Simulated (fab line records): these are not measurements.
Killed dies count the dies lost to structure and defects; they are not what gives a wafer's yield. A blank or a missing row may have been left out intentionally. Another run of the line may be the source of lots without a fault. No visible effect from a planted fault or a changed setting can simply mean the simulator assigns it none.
Which tool did it? || flow nand_harc || 12 lots with 34 wafers sampled at 4 steps, on a route of 1159 steps

## WHAT THE GAUGES SHOWED, per wafer
NHARC_A_M0_CD_MEAS_09: target cd 80 nm.
{"lot": "L275", "measured": "day 17 13:55", "on": "cd_sem-02", "cd_nm (nm)": "79.8 80.1 80.0"}
{"lot": "L276", "measured": "day 17 16:49", "on": "cd_sem-01", "cd_nm (nm)": "78.5 79.9 80.5"}
{"lot": "L280", "measured": "day 18 01:29", "on": "cd_sem-03", "cd_nm (nm)": "81.1 81.5 81.0"}
{"lot": "L279", "measured": "day 18 12:59", "on": "cd_sem-02", "cd_nm (nm)": "79.3 80.1 79.9"}
{"lot": "L283", "measured": "day 19 17:11", "on": "cd_sem-03", "cd_nm (nm)": "79.0 80.7 79.3"}
{"lot": "L287", "measured": "day 20 07:28", "on": "cd_sem-02", "cd_nm (nm)": "88.4 88.7 80.2"}
{"lot": "L290", "measured": "day 20 17:55", "on": "cd_sem-03", "cd_nm (nm)": "88.3 80.1"}
{"lot": "L286", "measured": "day 20 18:22", "on": "cd_sem-01", "cd_nm (nm)": "88.1 88.2"}
{"lot": "L295", "measured": "day 22 10:08", "on": "cd_sem-02", "cd_nm (nm)": "80.0 78.7 79.6"}
{"lot": "L298", "measured": "day 23 02:16", "on": "cd_sem-03", "cd_nm (nm)": "81.5 79.8 81.0"}
{"lot": "L296", "measured": "day 23 20:00", "on": "cd_sem-02", "cd_nm (nm)": "79.9 78.9 79.9"}
{"lot": "L297", "measured": "day 24 03:32", "on": "cd_sem-02", "cd_nm (nm)": "80.1 80.4 79.5"}

## WHAT TOOL EACH LOT RAN ON (gives the tool, then ch and the chambers of the sampled wafers, and finally the start)
{"lot": "L275", "NHARC_A_BLC_ETCH_17": "rie_diel-05 ch 0,1,3, day 17 08:18", "NHARC_A_BLC_CMP_25": "cmp-03 ch 0,3, day 17 12:37", "NHARC_A_M0_PEB_07": "litho_track-01 ch 0, day 17 13:50"}
{"lot": "L276", "NHARC_A_BLC_ETCH_17": "rie_diel-12 ch 0,1,3, day 17 15:31 or earlier", "NHARC_A_BLC_CMP_25": "cmp-03 ch 0,1,2, day 17 15:31", "NHARC_A_M0_PEB_07": "litho_track-04 ch 0, day 17 16:44"}
{"lot": "L280", "NHARC_A_BLC_ETCH_17": "rie_diel-12 ch 2,3, day 18 00:11 or earlier", "NHARC_A_BLC_CMP_25": "cmp-02 ch 1,3, day 18 00:11", "NHARC_A_M0_PEB_07": "litho_track-06 ch 0, day 18 01:24"}
{"lot": "L279", "NHARC_A_BLC_ETCH_17": "rie_diel-03 ch 0,1,2, day 18 11:42 or earlier", "NHARC_A_BLC_CMP_25": "cmp-04 ch 0,1,3, day 18 11:42", "NHARC_A_M0_PEB_07": "litho_track-06 ch 0, day 18 12:55"}
{"lot": "L283", "NHARC_A_BLC_ETCH_17": "rie_diel-03 ch 0,1,2, day 19 16:01 or earlier", "NHARC_A_BLC_CMP_25": "cmp-02 ch 0,2,3, day 19 16:01", "NHARC_A_M0_PEB_07": "litho_track-04 ch 0, day 19 17:06"}
{"lot": "L287", "NHARC_A_BLC_ETCH_17": "rie_diel-03 ch 2,3, day 20 06:09 or earlier", "NHARC_A_BLC_CMP_25": "cmp-03 ch 1,3, day 20 06:09", "NHARC_A_M0_PEB_07": "litho_track-04 ch 0, day 20 07:23"}
{"lot": "L290", "NHARC_A_BLC_ETCH_17": "rie_diel-03 ch 1,3, day 20 16:38 or earlier", "NHARC_A_BLC_CMP_25": "cmp-04 ch 0,3, day 20 16:38", "NHARC_A_M0_PEB_07": "litho_track-04 ch 0, day 20 17:50"}
{"lot": "L286", "NHARC_A_BLC_ETCH_17": "rie_diel-12 ch 0,1, day 20 17:06 or earlier", "NHARC_A_BLC_CMP_25": "cmp-03 ch 0,1, day 20 17:06", "NHARC_A_M0_PEB_07": "litho_track-04 ch 0, day 20 18:17"}
{"lot": "L295", "NHARC_A_BLC_ETCH_17": "rie_diel-12 ch 0,2,3, day 22 08:59 or earlier", "NHARC_A_BLC_CMP_25": "cmp-03 ch 0,2,3, day 22 08:59", "NHARC_A_M0_PEB_07": "litho_track-06 ch 0, day 22 10:04"}
{"lot": "L298", "NHARC_A_BLC_ETCH_17": "rie_diel-03 ch 1,2, day 23 00:58 or earlier", "NHARC_A_BLC_CMP_25": "cmp-03 ch 0,1,2, day 23 00:58", "NHARC_A_M0_PEB_07": "litho_track-06 ch 0, day 23 02:11"}
{"lot": "L296", "NHARC_A_BLC_ETCH_17": "rie_diel-03 ch 1,2, day 23 18:44 or earlier", "NHARC_A_BLC_CMP_25": "cmp-04 ch 0,1,2, day 23 18:44", "NHARC_A_M0_PEB_07": "litho_track-04 ch 0, day 23 19:55"}
{"lot": "L297", "NHARC_A_BLC_ETCH_17": "rie_diel-12 ch 0,1,3, day 24 02:21 or earlier", "NHARC_A_BLC_CMP_25": "cmp-03 ch 0,1,3, day 24 02:21", "NHARC_A_M0_PEB_07": "litho_track-04 ch 0, day 24 03:27"}
- NHARC_A_BLC_ETCH_17: etches the open film in N2/H2, target depth 390 nm, time 609.38 s.
- NHARC_A_BLC_CMP_25: polishes, t overpolish 30 s, target thk 150 nm.
- NHARC_A_M0_PEB_07: peb time 65 s.

## AS READ BY THE TOOLS THEMSELVES (means over the sampled wafers that have a number; for cases with no such wafer, the mark the record gives instead)
NHARC_A_BLC_ETCH_17.
{"lot": "L275", "tool": "rie_diel-05", "drypump_motor_current_A (A)": 5.7, "oes_product_au (a.u.)": 1.017, "rf_vpp_V (V)": 429.8, "showerhead_plenum_p_Torr (Torr)": 2.00, "throttle_valve_pct (%)": 14.180}
{"lot": "L276", "tool": "rie_diel-12", "drypump_motor_current_A (A)": 5.3, "oes_product_au (a.u.)": 1.003, "rf_vpp_V (V)": 427.5, "showerhead_plenum_p_Torr (Torr)": 1.94, "throttle_valve_pct (%)": 14.172}
{"lot": "L280", "tool": "rie_diel-12", "drypump_motor_current_A (A)": 5.4, "oes_product_au (a.u.)": 1.000, "rf_vpp_V (V)": 429.7, "showerhead_plenum_p_Torr (Torr)": 2.02, "throttle_valve_pct (%)": 14.169}
{"lot": "L279", "tool": "rie_diel-03", "drypump_motor_current_A (A)": 5.7, "oes_product_au (a.u.)": 0.998, "rf_vpp_V (V)": 428.5, "showerhead_plenum_p_Torr (Torr)": 1.98, "throttle_valve_pct (%)": 14.171}
{"lot": "L283", "tool": "rie_diel-03", "drypump_motor_current_A (A)": 5.7, "oes_product_au (a.u.)": 0.995, "rf_vpp_V (V)": 429.1, "showerhead_plenum_p_Torr (Torr)": 1.97, "throttle_valve_pct (%)": 14.171}
{"lot": "L287", "tool": "rie_diel-03", "drypump_motor_current_A (A)": 5.9, "oes_product_au (a.u.)": 1.004, "rf_vpp_V (V)": 433.0, "showerhead_plenum_p_Torr (Torr)": 2.11, "throttle_valve_pct (%)": 14.172}
{"lot": "L290", "tool": "rie_diel-03", "drypump_motor_current_A (A)": 5.6, "oes_product_au (a.u.)": 1.007, "rf_vpp_V (V)": 430.6, "showerhead_plenum_p_Torr (Torr)": 2.04, "throttle_valve_pct (%)": 14.176}
{"lot": "L286", "tool": "rie_diel-12", "drypump_motor_current_A (A)": 5.5, "oes_product_au (a.u.)": 1.009, "rf_vpp_V (V)": 427.3, "showerhead_plenum_p_Torr (Torr)": 1.93, "throttle_valve_pct (%)": 14.164}
{"lot": "L295", "tool": "rie_diel-12", "drypump_motor_current_A (A)": 5.6, "oes_product_au (a.u.)": 0.995, "rf_vpp_V (V)": 429.1, "showerhead_plenum_p_Torr (Torr)": 2.00, "throttle_valve_pct (%)": 14.174}
{"lot": "L298", "tool": "rie_diel-03", "drypump_motor_current_A (A)": 6.0, "oes_product_au (a.u.)": 0.992, "rf_vpp_V (V)": 430.2, "showerhead_plenum_p_Torr (Torr)": 2.04, "throttle_valve_pct (%)": 14.176}
{"lot": "L296", "tool": "rie_diel-03", "drypump_motor_current_A (A)": 6.0, "oes_product_au (a.u.)": 0.997, "rf_vpp_V (V)": 431.0, "showerhead_plenum_p_Torr (Torr)": 2.04, "throttle_valve_pct (%)": 14.169}
{"lot": "L297", "tool": "rie_diel-12", "drypump_motor_current_A (A)": 5.3, "oes_product_au (a.u.)": 0.990, "rf_vpp_V (V)": 426.6, "showerhead_plenum_p_Torr (Torr)": 1.94, "throttle_valve_pct (%)": 14.167}

NHARC_A_BLC_CMP_25.
{"lot": "L275", "tool": "cmp-03", "motor_current_A (A)": 12.8, "overpolish_run_s (s)": 30.001, "time_to_endpoint_s (s)": 33.0}
{"lot": "L276", "tool": "cmp-03", "motor_current_A (A)": 11.7, "overpolish_run_s (s)": 30.004, "time_to_endpoint_s (s)": 31.5}
{"lot": "L280", "tool": "cmp-02", "motor_current_A (A)": 11.4, "overpolish_run_s (s)": 29.999, "time_to_endpoint_s (s)": 26.7}
{"lot": "L279", "tool": "cmp-04", "motor_current_A (A)": 11.9, "overpolish_run_s (s)": 29.997, "time_to_endpoint_s (s)": 28.2}
{"lot": "L283", "tool": "cmp-02", "motor_current_A (A)": 12.1, "overpolish_run_s (s)": 30.000, "time_to_endpoint_s (s)": 29.8}
{"lot": "L287", "tool": "cmp-03", "motor_current_A (A)": 12.7, "overpolish_run_s (s)": 29.991, "time_to_endpoint_s (s)": 28.5}
{"lot": "L290", "tool": "cmp-04", "motor_current_A (A)": 12.2, "overpolish_run_s (s)": 30.000, "time_to_endpoint_s (s)": 30.7}
{"lot": "L286", "tool": "cmp-03", "motor_current_A (A)": 12.2, "overpolish_run_s (s)": 29.999, "time_to_endpoint_s (s)": 31.6}
{"lot": "L295", "tool": "cmp-03", "motor_current_A (A)": 12.6, "overpolish_run_s (s)": 30.008, "time_to_endpoint_s (s)": 30.2}
{"lot": "L298", "tool": "cmp-03", "motor_current_A (A)": 12.2, "overpolish_run_s (s)": 29.995, "time_to_endpoint_s (s)": 31.4}
{"lot": "L296", "tool": "cmp-04", "motor_current_A (A)": 12.3, "overpolish_run_s (s)": 30.005, "time_to_endpoint_s (s)": 26.9}
{"lot": "L297", "tool": "cmp-03", "motor_current_A (A)": 12.5, "overpolish_run_s (s)": 29.998, "time_to_endpoint_s (s)": 30.0}

## THE ANSWER, worked out from the rows above alone
Rule: what is usual is taken from the lots themselves. Put in order of their means at a reading, lots are off if they are a third of the lots or fewer, leave a main group of 4 or more, and stand apart from it by a gap of 3 or more times the standard deviation of the main group's means; of several such gaps the widest counts. Not used: any main group whose means are identical at the precision the tables above print for the reading. Also off: a lot with no number at a reading for which 4 or more lots have one. Where the step has rows for the other lots, those lots are counted as sound. First the gauges in route order, then the tools' own readings, where a lot's mean is used as printed above. At the first step where some lot is off, the reading lying furthest off is the one used; lots without a number count as furthest.
Off, at NHARC_A_M0_CD_MEAS_09 on cd_nm: L287, L290, L286. The main group: mean 80.0 nm, standard deviation 0.56.
If a tool, at a process step before that reading, ran all the lots that are off and no sound lot after the first of them, it fits. The gauges at NHARC_A_M0_CD_MEAS_09 are tried like those tools. NHARC_A_BLC_ETCH_17 gives no start for some lots, so the hours and the order of its lots are those of NHARC_A_BLC_CMP_25. Not one of the candidates tried fits.

## WHAT THE SIMULATOR PUT IN
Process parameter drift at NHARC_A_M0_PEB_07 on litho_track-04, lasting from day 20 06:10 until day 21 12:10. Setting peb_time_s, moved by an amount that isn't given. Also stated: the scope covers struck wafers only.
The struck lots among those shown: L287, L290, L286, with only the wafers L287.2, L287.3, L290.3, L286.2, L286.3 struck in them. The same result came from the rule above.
